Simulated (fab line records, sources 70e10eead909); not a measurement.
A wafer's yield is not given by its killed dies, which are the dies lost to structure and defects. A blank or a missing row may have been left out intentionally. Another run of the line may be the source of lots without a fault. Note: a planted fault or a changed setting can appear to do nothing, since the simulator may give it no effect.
The tool behind it: which one? ; flow nandHarc ; 12 lots, 36 wafers sampled, at 1 step of a route of 1159

## WHAT THE GAUGES SHOWED, per wafer
NHARC_A_CONTACT_CD_MEAS_42: the cd target is 200 nm.
lot;measured;on;cdNm (nm)
L076;day 16 15:57;cdSem-01;199.7 200.1 199.7
L078;day 17 00:56;cdSem-02;200.4 201.3 201.0
L079;day 17 05:49;cdSem-01;200.6 200.7 200.8
L080;day 18 11:00;cdSem-02;199.6 199.8 200.2
L082;day 18 23:36;cdSem-03;200.8 200.7 200.2
L087;day 20 02:46;cdSem-03;199.8 199.8 199.8
L086;day 20 08:16;cdSem-03;200.3 199.5 199.4
L085;day 20 12:20;cdSem-02;199.3 199.5 199.3
L090;day 20 18:23;cdSem-03;200.4 200.1 200.5
L092;day 21 01:02;cdSem-02;200.1 200.3 200.4
L095;day 21 21:59;cdSem-03;199.3 200.2 200.0
L096;day 22 02:05;cdSem-01;200.0 200.3 200.4

## WHAT TOOL EACH LOT RAN ON (gives the tool, then ch and the chambers of the sampled wafers, and finally the start)
Before these readings, the record contains no process step.

## THE ANSWER, worked out from the rows above alone
Rule: the usual values come from the lots themselves. Put in order of their means at a reading, lots are off if they are a third of the lots or fewer, leave a main group of 4 or more, and stand apart from it by a gap of 3 or more times the standard deviation of the main group's means; of several such gaps the widest counts. A main group is skipped when, at the precision printed for the reading in the tables above, its means are all equal. A lot without any number at a reading at which 4 lots or more have one is off too. Where the step has rows for the other lots, those lots are counted as sound.
None of the lots is off at any reading shown; this tells nothing.

## WHAT WAS PUT IN BY THE SIMULATOR
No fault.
